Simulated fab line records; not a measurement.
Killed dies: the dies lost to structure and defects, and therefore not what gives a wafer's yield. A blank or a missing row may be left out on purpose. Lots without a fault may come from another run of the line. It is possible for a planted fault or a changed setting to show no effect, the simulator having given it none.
Problem report, 8D (eight disciplines) form, completed by code ; flow nand harc ; the parts of the form that need people (team, actions taken, sign-off) are left out

== 1. WHAT WENT WRONG ==
Wafers without a fault read 1000 nm, standard deviation 8.1; thk nm at NHARC_A_ONON_D1_THK_MEAS_02 reads a mean of 732 nm on 4 wafers belonging to 3 lots. Relative to the usual mean, that is a shift of -33 standard deviations.
The step: measures by ellipsometry.
Earliest sighting: wafer L986.1 on film metro-01 at day 9 06:01. The record holds 43 wafers of 15 lots with a number at this step. By rule, "out" or "out of limits" means more than 4 standard deviations away from the usual mean. Any other wafer with a number is counted as sound.

== 2. WHAT THIS IS AND IS NOT ==
question;is;is not
which readings at this step;thk nm;-
which lots;L986, L987, L988;L100, L101, L102, L979, L980, L981, L982, L983, L985, L994, L997, L999
which wafers of those lots;L986.1, L986.5, L987.5, L988.1;L986.3, L987.4, L988.4
read on which gauges;film metro-01;film metro-02
when;from day 9 06:01;"up to then (16 sound wafers); but 23 sound wafers of L100, L101, L102, L985, L987, L988, L994, L997, L999 came after"

== 3. SUSPECTS, AND WHAT RULES EACH OUT ==
Counting: a tool at a process step up to the reading stays a suspect if it ran every lot that is out. Sound lots after the first of them don't rule it out here, since some wafers of a struck lot are sound.
- ruled out: the gauge at NHARC_A_ONON_D1_THK_MEAS_02. All the wafers that are out were read on film metro-01, but those of them that NHARC_END_SORT_01 has rows for are out there too, on other tools.
- pecvd onon-03 at NHARC_A_ONON_D1_DEP_00 (target thk 1000 nm): kept. It ran every lot that is out, first L986 (day 9 05:30); its last sound lot up to then is L983 (day 8 17:27).
After counting, what remains is pecvd onon-03 at NHARC_A_ONON_D1_DEP_00.

== 4. THE CAUSE (what the simulator had put in) ==
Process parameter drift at NHARC_A_ONON_D1_DEP_00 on pecvd onon-03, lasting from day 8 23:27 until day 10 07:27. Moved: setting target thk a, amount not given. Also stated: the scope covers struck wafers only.
Counting left only this tool.

== 5. THE EFFECT CHAIN, in route order ==
Rows list readings where the struck wafers' mean (over those with a number) sits beyond 3 standard deviations from the usual. Only readings for which the record gives a usual standard deviation are gone through. hours: the time from each lot's start at the first step in this table that gives one to its start at this step, as a median over the lots. sigmas: the change in usual standard deviations.
hours;step;reading;usual;on struck wafers;change;sigmas
0;NHARC_A_ONON_D1_THK_MEAS_02;thk nm;1000 nm;732;-268;-33
283;NHARC_END_SORT_01;killed at array;26;672;+646;+65
283;NHARC_END_SORT_01;killed dies;30;677;+647;+59

== 6. WHAT WOULD HAVE CAUGHT IT SOONER ==
In this record the first reading out of limits at a measuring or inspecting step was taken at day 9 06:01, 7 hours after the fault began at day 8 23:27.
Lots out: 3; of these, L987, L988 started NHARC_A_ONON_D1_DEP_00 on pecvd onon-03 after day 9 06:01. A hold on the tool at that time would have spared those 2.
